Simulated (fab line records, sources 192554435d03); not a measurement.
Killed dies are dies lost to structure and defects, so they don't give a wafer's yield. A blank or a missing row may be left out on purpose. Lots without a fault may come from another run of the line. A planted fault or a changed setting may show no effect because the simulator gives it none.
Split-lot experiment | flow n5_finfet | 7 lots, 21 wafers read, on a route of 1938 steps

THE SPLIT
At N5_FIN_SAQP_SPACER1_ALD_24 (deposits SiO2, target thk 20.3 nm, pulse time 1 s, purge time 2 s), the setting ald_cycles was moved away from the recipe's 218 on 6 of the 21 wafers read, by -11.0% to +16.1%. The other wafers ran this setting at the recipe's value.

FROM THE SPLIT TO THE READING: what the file shows between them, 2 steps
- N5_FIN_SAQP_SPACER1_ETCHBACK_25: etches SiO2 in CHF3/O2, target depth 24.4 nm, time 12.2 s
- N5_FIN_SAQP_MANDREL1_REMOVE_56: chemistry HBr/Cl2/O2, target a-Si, stops on SiNx, bt time 10 s

THE READING
cd_nm, in nm, at N5_FIN_SAQP_CD_MEAS_27 (target cd 20 nm). Fault-free wafers of this fab line usually give 20.24 nm, standard deviation 0.25 nm.

wafer  | tool, chamber at the split | ald_cycles as run | against the recipe | cd_nm, nm | against lot-mates on the recipe
L075.1 | ald_sin-02, 2              | 218               | recipe             | 20.09     | -
L075.5 | ald_sin-02, 2              | 218               | recipe             | 20.02     | -
L075.6 | ald_sin-02, 1              | 197               | -9.6%              | 18.57     | -1.48
L077.3 | ald_sin-01, 2              | 218               | recipe             | 20.00     | -
L077.5 | ald_sin-01, 0              | 218               | recipe             | 20.07     | -
L077.6 | ald_sin-01, 1              | 206               | -5.5%              | 19.40     | -0.64
L080.1 | ald_sin-01, 0              | 218               | recipe             | 20.30     | -
L080.5 | ald_sin-01, 0              | 218               | recipe             | 20.47     | -
L080.6 | ald_sin-01, 1              | 218               | recipe             | 19.83     | -
L084.2 | ald_sin-02, 3              | 218               | recipe             | 20.07     | -
L084.3 | ald_sin-02, 1,3            | 218               | recipe             | 20.90     | -
L084.5 | ald_sin-02, 1,3            | 218               | recipe             | 19.76     | -
L085.1 | ald_sin-03, 2              | 218               | recipe             | 20.49     | -
L085.2 | ald_sin-03, 3              | 194               | -11.0%             | 18.14     | -2.35
L085.6 | ald_sin-03, 2              | 194               | -11.0%             | 17.74     | -2.75
L089.3 | ald_sin-01, 0              | 218               | recipe             | 20.40     | -
L089.5 | ald_sin-01, 0              | 229               | +5.0%              | 21.01     | +0.46
L089.6 | ald_sin-01, 1              | 218               | recipe             | 20.70     | -
L097.1 | ald_sin-01, 1,2            | 218               | recipe             | 20.13     | -
L097.2 | ald_sin-01, 1,2            | 218               | recipe             | 20.24     | -
L097.6 | ald_sin-01, 2              | 253               | +16.1%             | 23.34     | +3.16
Where a row lists several chambers, the file gives one row for several wafers and doesn't say which wafer went through which chamber.

THE FIT
A straight line over all 21 wafers: cd_nm changes by +0.192 nm for each +1% of ald_cycles; r = +0.97; the points scatter about the line by 0.29 nm.
The same after taking each lot's own level away (the mean of its wafers on the recipe; 21 wafers): +0.195 nm for each +1%; r = +0.96; scatter 0.32 nm.
On that fit, the largest move of ald_cycles shifts the reading by 3.1 nm.
The lots' own levels span 20.035 to 20.550 nm, that is 2.1 times the standard deviation above.
So the lot-to-lot level changes the slope little: the two slopes agree.
Check: with one of the wafers moved furthest among these (+16.1%) left out of the fit, the line predicts +3.07 nm for it against its lot-mates. It came out at +3.16 nm against them.

OTHER SPLITS ON THESE WAFERS
These wafers also went through other splits before the reading. Each is held against what the fit with the lots' levels taken away leaves over:
other split on the same wafers  | wafers away from the commonest value | r with cd_nm (lot level and that fit taken away)
N5_ZERO_LAYER_COAT_05 spin_rpm  | 9                                    | +0.10
N5_ZERO_LAYER_EXPOSE_08 dose_mj | 5                                    | +0.18

THE WHOLE CHAIN: every reading that the file lists as answering this split, in the file's order
step                           | what it does                                                      | reading                                                                                 | change (the file's fit)               | r (the file's)
N5_FIN_SAQP_SPACER1_ALD_24     | deposits SiO2, target thk 20.3 nm, pulse time 1 s, purge time 2 s | SiO2_of_FIN_SAQP_SPACER1_ALD_24.thk_nm (the simulator's own value, which no gauge read) | +0.206 nm for each +1% of the setting | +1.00
N5_FIN_SAQP_MANDREL1_REMOVE_56 | chemistry HBr/Cl2/O2, target a-Si, stops on SiNx, bt time 10 s    | FIN_SAQP.cd_nm (the simulator's own value, which no gauge read)                         | +0.199 nm for each +1% of the setting | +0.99
N5_FIN_SAQP_CD_MEAS_27         | target cd 20 nm                                                   | cd_nm                                                                                   | +0.187 nm for each +1% of the setting | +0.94

THE FILE'S OWN FIT
cd_nm changes by +0.187 nm for each +1% of ald_cycles, r = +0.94.
